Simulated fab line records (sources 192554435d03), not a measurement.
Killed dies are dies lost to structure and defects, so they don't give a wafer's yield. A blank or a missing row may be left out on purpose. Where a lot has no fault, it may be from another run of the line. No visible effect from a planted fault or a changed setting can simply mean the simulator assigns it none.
Which tool is to blame?	flow n5Finfet	24 lots, 72 wafers sampled, at 6 steps of a route of 1938

WHAT EACH GAUGE READ, for each wafer
N5_FIN_SAQP_THK_MEAS_05. Usual: thkNm 37.7 nm, standard deviation 0.49.
lot	measured	on	thkNm (nm)	flag
L074	day 1 21:34	filmMetro-02	38.7 37.2 38.4	
L075	day 2 05:28	filmMetro-01	37.9 37.6 38.5	
L076	day 2 09:01	filmMetro-02	37.3 38.1 38.0	
L077	day 2 15:39	filmMetro-01	37.7 37.4 38.0	
L078	day 3 01:03	filmMetro-02	36.6 36.8 37.8	
L079	day 3 04:50	filmMetro-02	38.0 37.5 37.8	
L080	day 3 09:22	filmMetro-02	38.3 38.2 37.9	
L081	day 3 15:17	filmMetro-02	38.1 38.1 38.6	
L082	day 3 21:25	filmMetro-01	36.9 37.8 37.6	
L083	day 4 04:41	filmMetro-01	37.1 38.4 38.2	
L084	day 4 08:46	filmMetro-02	37.5 36.5 37.8	
L085	day 4 14:52	filmMetro-02	38.3 38.2 38.3	
L086	day 4 22:39	filmMetro-02	37.5 37.2 37.6	
L087	day 5 05:17	filmMetro-01	37.6 36.5 38.1	
L088	day 5 08:52	filmMetro-02	37.4 36.8 37.7	
L089	day 5 14:35	filmMetro-01	37.1 37.4 38.4	
L090	day 5 21:00	filmMetro-01	37.3 37.8 38.3	
L091	day 6 02:52	filmMetro-01	37.9 37.6 38.0	
L092	day 6 11:46	filmMetro-02	37.0 37.6 37.9	
L093	day 7 01:26	filmMetro-02	37.1 37.6 38.4	
L094	day 7 02:47	filmMetro-01	37.5 38.4 38.5	
L095	day 7 03:44	filmMetro-02	37.2 38.1 38.0	
L096	day 7 09:25	filmMetro-01	37.5 37.8 37.7	
L097	day 7 14:46	filmMetro-01	37.6 37.7 38.1	

N5_FIN_SAQP_OCD_MEAS_76. Usual: trenchDepthNm 120.9 nm, standard deviation 1.8.
lot	measured	on	trenchDepthNm (nm)	flag
L074	day 2 02:26	ocd-02	117.7 122.3 114.6	
L075	day 2 10:55	ocd-01	120.3 121.9 120.5	
L076	day 2 14:37	ocd-01	121.7 122.6 122.1	
L077	day 2 20:48	ocd-02	123.0 121.8 119.5	
L078	day 3 06:01	ocd-02	122.6 122.4 123.1	
L079	day 3 10:04	ocd-01	121.6 122.2 122.3	
L080	day 3 14:08	ocd-01	119.7 119.8 117.6	
L081	day 3 21:23	ocd-01	118.3 118.2 120.7	
L082	day 4 05:07	ocd-02	122.5 122.8 121.8	
L083	day 4 10:04	ocd-01	120.3 120.5 121.0	
L084	day 4 13:52	ocd-01	120.2 120.9 121.2	
L085	day 4 19:58	ocd-01	120.7 121.2 120.6	
L086	day 5 06:08	ocd-01	120.4 120.6 121.5	
L087	day 5 10:30	ocd-02	122.7 120.9 122.2	
L088	day 5 14:10	ocd-02	121.4 117.9 118.2	
L089	day 5 20:05	ocd-02	120.4 121.3 120.6	
L090	day 6 02:28	ocd-01	121.9 122.3 120.6	
L091	day 6 11:49	ocd-01	118.6 120.0 120.7	
L092	day 6 20:04	ocd-02	121.1 121.2 121.5	
L093	day 7 06:48	ocd-02	122.3 120.7 122.9	
L094	day 7 08:40	ocd-02	122.9 123.0 122.5	
L095	day 7 10:40	ocd-02	121.8 123.0 121.7	
L096	day 7 14:37	ocd-02	122.5 122.0 121.8	
L097	day 7 20:56	ocd-02	120.5 120.6 121.3	

WHAT TOOL EACH LOT RAN ON (gives the tool, then ch and the chambers of the sampled wafers, and finally the start)
lot	N5_FIN_SAQP_HM_DEP_03	N5_FIN_SAQP_DESCUM_21	N5_FIN_SAQP_STRIP_70	N5_FIN_SAQP_RECESS_71
L074	pecvd-02 ch 0,1, day 1 21:29	rieDiel-01 ch 0,2,3, day 1 22:17	rieDiel-05 ch 1,2, day 2 01:07	vaporEtch-02 ch 0,1, day 2 01:13
L075	pecvd-03 ch 0,1,2, day 2 05:22	rieDiel-04 ch 0,1,2, day 2 06:18	rieDiel-04 ch 0,2,3, day 2 09:35	vaporEtch-02 ch 0,1, day 2 09:38
L076	pecvd-03 ch 2, day 2 08:54	rieDiel-01 ch 0,2,3, day 2 09:54	rieDiel-04 ch 0,1,3, day 2 13:11	vaporEtch-01 ch 0, day 2 13:17
L077	pecvd-01 ch 0,2, day 2 15:34	rieDiel-05 ch 1,2,3, day 2 16:32	rieDiel-05 ch 0,2,3, day 2 19:26	vaporEtch-02 ch 0,1, day 2 19:29
L078	pecvd-01 ch 0,1, day 3 00:58	rieDiel-04 ch 0,2,3, day 3 01:50	rieDiel-01 ch 0,2,3, day 3 04:44	vaporEtch-02 ch 0,1, day 3 04:47
L079	pecvd-02 ch 0,1,2, day 3 04:45	rieDiel-04 ch 1,2, day 3 05:30	rieDiel-04 ch 0,1,3, day 3 08:28	vaporEtch-01 ch 0,1, day 3 08:31
L080	pecvd-03 ch 0,1, day 3 09:16	rieDiel-05 ch 0,2, day 3 10:01	rieDiel-05 ch 0,1, day 3 12:52	vaporEtch-01 ch 0,1, day 3 12:55
L081	pecvd-02 ch 0,2, day 3 15:12	rieDiel-04 ch 0,2,3, day 3 15:57	rieDiel-01 ch 2,3, day 3 19:40	vaporEtch-01 ch 0,1, day 3 19:47
L082	pecvd-02 ch 0,1,2, day 3 21:07	rieDiel-05 ch 0,3, day 3 22:12	rieDiel-01 ch 0,1,2, day 4 02:42	vaporEtch-01 ch 0,1, day 4 02:46
L083	pecvd-03 ch 0,1,2, day 4 04:36	rieDiel-05 ch 0,2, day 4 05:28	rieDiel-04 ch 0,3, day 4 08:43	vaporEtch-01 ch 0,1, day 4 08:49
L084	pecvd-02 ch 0,1,2, day 4 08:43	rieDiel-04 ch 0,1,2, day 4 09:41	rieDiel-04 ch 1,2, day 4 12:33	vaporEtch-01 ch 0,1, day 4 12:39
L085	pecvd-02 ch 0,2, day 4 14:47	rieDiel-05 ch 0,1,3, day 4 15:40	rieDiel-04 ch 0,1,3, day 4 18:29	vaporEtch-02 ch 0,1, day 4 18:41
L086	pecvd-03 ch 0,2, day 4 22:34	rieDiel-05 ch 2,3, day 4 23:28	rieDiel-04 ch 2,3, day 5 03:07	vaporEtch-02 ch 0,1, day 5 03:11
L087	pecvd-03 ch 0,1,2, day 5 05:11	rieDiel-04 ch 1,2,3, day 5 06:22	rieDiel-01 ch 0,2,3, day 5 09:11	vaporEtch-02 ch 0,1, day 5 09:15
L088	pecvd-02 ch 0,1,2, day 5 08:47	rieDiel-04 ch 0,2,3, day 5 09:37	rieDiel-04 ch 2,3, day 5 12:29	vaporEtch-01 ch 0,1, day 5 12:32
L089	pecvd-03 ch 0,1, day 5 14:29	rieDiel-04 ch 0,3, day 5 15:46	rieDiel-01 ch 0,1,3, day 5 18:37	vaporEtch-02 ch 0,1, day 5 18:40
L090	pecvd-01 ch 1,2, day 5 20:55	rieDiel-01 ch 0,1,3, day 5 21:47	rieDiel-01 ch 0,2,3, day 6 01:10	vaporEtch-01 ch 0,1, day 6 01:17
L091	pecvd-03 ch 1,2, day 6 02:46	rieDiel-05 ch 0,2,3, day 6 06:07	rieDiel-05 ch 0,1,3, day 6 09:26	vaporEtch-02 ch 0,1, day 6 09:29
L092	pecvd-03 ch 0,1,2, day 6 11:41	rieDiel-04 ch 1,3, day 6 15:17	rieDiel-01 ch 0,2,3, day 6 18:32	vaporEtch-01 ch 0,1, day 6 18:38
L093	pecvd-03 ch 0,1,2, day 7 01:22	rieDiel-05 ch 1,2, day 7 02:14	rieDiel-04 ch 1,2, day 7 05:14	vaporEtch-01 ch 0,1, day 7 05:35
L094	pecvd-03 ch 0,1, day 7 02:42	rieDiel-05 ch 0,2, day 7 03:38	rieDiel-04 ch 1,2,3, day 7 06:29	vaporEtch-01 ch 0,1, day 7 06:33
L095	pecvd-01 ch 0,1,2, day 7 03:38	rieDiel-04 ch 1,3, day 7 04:32	rieDiel-05 ch 1,3, day 7 09:07	vaporEtch-01 ch 0,1, day 7 09:13
L096	pecvd-01 ch 0,1,2, day 7 09:20	rieDiel-05 ch 0,3, day 7 10:13	rieDiel-01 ch 0,2, day 7 13:20	vaporEtch-02 ch 0,1, day 7 13:24
L097	pecvd-01 ch 0,1,2, day 7 14:41	rieDiel-01 ch 0,2,3, day 7 16:02	rieDiel-01 ch 0,1,2, day 7 19:22	vaporEtch-01 ch 0,1, day 7 19:32
- N5_FIN_SAQP_HM_DEP_03: deposits SiNx from SiH4/NH3/N2, target thk 38 nm, time 33.6 s.
- N5_FIN_SAQP_DESCUM_21: chemistry O2, time 7.9 s.
- N5_FIN_SAQP_STRIP_70: strips in N2/H2.
- N5_FIN_SAQP_RECESS_71: chemistry HF/NH3, target SiO2, target depth 3 nm, afs cycles 1, sublimation time 60 s.

AS READ BY THE TOOLS THEMSELVES (means over the sampled wafers that have a number; for cases with no such wafer, the mark the record gives instead)
N5_FIN_SAQP_HM_DEP_03. Usual: heaterPowerW 786 W, standard deviation 67; showerheadPlenumPTorr 5.12 Torr, standard deviation 0.052; throttleValvePct 39 %, standard deviation 3.1.
lot	tool	heaterPowerW (W)	showerheadPlenumPTorr (Torr)	throttleValvePct (%)	flag
L074	pecvd-02	853	5.13	38	
L075	pecvd-03	836	5.15	39	
L076	pecvd-03	765	5.14	35	
L077	pecvd-01	801	5.07	39	
L078	pecvd-01	746	5.10	41	
L079	pecvd-02	761	5.09	38	
L080	pecvd-03	802	5.18	43	
L081	pecvd-02	798	5.10	38	
L082	pecvd-02	745	5.10	37	
L083	pecvd-03	797	5.16	40	
L084	pecvd-02	770	5.10	38	
L085	pecvd-02	708	5.07	37	
L086	pecvd-03	796	5.18	42	
L087	pecvd-03	780	5.16	39	
L088	pecvd-02	777	5.09	38	
L089	pecvd-03	793	5.15	40	
L090	pecvd-01	775	5.05	38	
L091	pecvd-03	896	5.13	37	
L092	pecvd-03	792	5.15	40	
L093	pecvd-03	795	5.15	39	
L094	pecvd-03	747	5.18	43	
L095	pecvd-01	777	5.06	40	
L096	pecvd-01	775	5.07	40	
L097	pecvd-01	745	5.08	40	

N5_FIN_SAQP_DESCUM_21. Usual: drypumpMotorCurrentA 5.7 A, standard deviation 0.52; oesProductAu 0.79 a.u., standard deviation 0.079; rfVppV 244.1 V, standard deviation 1.2; showerheadPlenumPTorr 2.16 Torr, standard deviation 0.06; throttleValvePct 20.38 %, standard deviation 0.21.
lot	tool	drypumpMotorCurrentA (A)	oesProductAu (a.u.)	rfVppV (V)	showerheadPlenumPTorr (Torr)	throttleValvePct (%)	flag
L074	rieDiel-01	5.7	0.71	244.1	2.15	20.41	
L075	rieDiel-04	5.8	0.84	244.4	2.16	20.34	
L076	rieDiel-01	5.7	0.70	244.6	2.15	20.43	
L077	rieDiel-05	6.0	0.75	244.7	2.20	20.42	
L078	rieDiel-04	5.5	0.84	244.1	2.13	20.39	
L079	rieDiel-04	5.2	0.74	243.4	2.14	20.58	
L080	rieDiel-05	5.7	0.79	244.2	2.20	20.33	
L081	rieDiel-04	5.5	0.84	244.5	2.13	20.39	
L082	rieDiel-05	5.8	0.78	244.7	2.20	20.43	
L083	rieDiel-05	5.7	0.78	244.4	2.20	20.36	
L084	rieDiel-04	5.7	0.81	244.1	2.16	20.35	
L085	rieDiel-05	5.9	0.75	245.6	2.19	20.49	
L086	rieDiel-05	6.0	0.74	244.1	2.19	20.36	
L087	rieDiel-04	5.2	0.78	242.5	2.09	20.44	
L088	rieDiel-04	5.5	0.82	243.1	2.13	20.42	
L089	rieDiel-04	6.1	0.88	244.4	2.15	20.19	
L090	rieDiel-01	5.7	0.80	243.9	2.16	20.41	
L091	rieDiel-05	5.9	0.75	244.5	2.19	20.41	
L092	rieDiel-04	5.2	0.83	241.7	2.04	20.30	
L093	rieDiel-05	5.9	0.73	244.9	2.18	20.38	
L094	rieDiel-05	5.6	0.77	244.6	2.19	20.39	
L095	rieDiel-04	5.4	0.81	242.6	2.07	20.25	
L096	rieDiel-05	5.7	0.76	244.5	2.19	20.49	
L097	rieDiel-01	5.7	0.75	244.1	2.13	20.36	

N5_FIN_SAQP_STRIP_70. Usual: drypumpMotorCurrentA 5.7 A, standard deviation 0.51; oesProductAu 0.80 a.u., standard deviation 0.089; rfVppV 122.4 V, standard deviation 0.99; showerheadPlenumPTorr 3.45 Torr, standard deviation 0.079; throttleValvePct 18.8 %, standard deviation 0.44.
lot	tool	drypumpMotorCurrentA (A)	oesProductAu (a.u.)	rfVppV (V)	showerheadPlenumPTorr (Torr)	throttleValvePct (%)	flag
L074	rieDiel-05	6.0	0.75	123.9	3.49	18.4	
L075	rieDiel-04	5.5	0.86	122.3	3.42	18.9	
L076	rieDiel-04	5.7	0.89	121.9	3.40	18.5	
L077	rieDiel-05	5.9	0.77	122.2	3.50	18.7	
L078	rieDiel-01	5.7	0.80	122.7	3.45	18.8	
L079	rieDiel-04	5.8	0.89	122.6	3.40	18.5	
L080	rieDiel-05	5.9	0.75	122.7	3.51	18.8	
L081	rieDiel-01	5.8	0.80	122.8	3.46	18.9	
L082	rieDiel-01	5.8	0.74	122.4	3.48	18.7	
L083	rieDiel-04	5.5	0.89	122.2	3.36	18.7	
L084	rieDiel-04	5.2	0.73	121.6	3.42	19.3	
L085	rieDiel-04	5.7	0.87	122.1	3.39	18.5	
L086	rieDiel-04	5.0	0.74	121.9	3.38	19.5	
L087	rieDiel-01	5.7	0.77	122.6	3.44	18.8	
L088	rieDiel-04	4.9	0.74	121.4	3.38	19.5	
L089	rieDiel-01	5.8	0.80	122.0	3.46	18.8	
L090	rieDiel-01	5.7	0.77	122.8	3.44	18.8	
L091	rieDiel-05	5.9	0.74	122.7	3.49	18.9	
L092	rieDiel-01	5.7	0.77	122.9	3.44	18.8	
L093	rieDiel-04	5.5	0.84	121.1	3.39	18.8	
L094	rieDiel-04	5.2	0.86	121.4	3.35	19.0	
L095	rieDiel-05	6.1	0.71	122.4	3.49	19.1	
L096	rieDiel-01	5.8	0.69	122.3	3.44	18.7	
L097	rieDiel-01	5.8	0.72	122.9	3.47	18.7	

N5_FIN_SAQP_RECESS_71. Usual: drypumpMotorCurrentA 6.1 A, standard deviation 0.43.
lot	tool	drypumpMotorCurrentA (A)	flag
L074	vaporEtch-02	5.9	
L075	vaporEtch-02	5.9	
L076	vaporEtch-01	5.7	
L077	vaporEtch-02	5.9	
L078	vaporEtch-02	5.9	
L079	vaporEtch-01	6.3	
L080	vaporEtch-01	6.3	
L081	vaporEtch-01	6.0	
L082	vaporEtch-01	6.3	
L083	vaporEtch-01	6.3	
L084	vaporEtch-01	6.0	
L085	vaporEtch-02	5.9	
L086	vaporEtch-02	5.9	
L087	vaporEtch-02	5.9	
L088	vaporEtch-01	6.0	
L089	vaporEtch-02	6.1	
L090	vaporEtch-01	6.3	
L091	vaporEtch-02	6.1	
L092	vaporEtch-01	6.0	
L093	vaporEtch-01	6.3	
L094	vaporEtch-01	6.3	
L095	vaporEtch-01	6.4	
L096	vaporEtch-02	6.1	
L097	vaporEtch-01	6.3	

THE ANSWER, worked out from the rows above alone
Rule: a lot counts as off when the mean over its wafers that have a number is more than 3 standard deviations away from the usual mean. Also off: a lot with no number at a reading for which 4 or more lots have one. The other lots that the step has rows for count as sound. Order of review: gauges by route order, followed by the tools' own readings, for which a lot's mean as printed above is used. The first step at which some lot is off is used, and at that step the reading that is off furthest; a lot without a number counts as furthest.
No lot is off on any of the readings shown, so nothing can be concluded from this.

WHAT HAD BEEN PUT IN BY THE SIMULATOR
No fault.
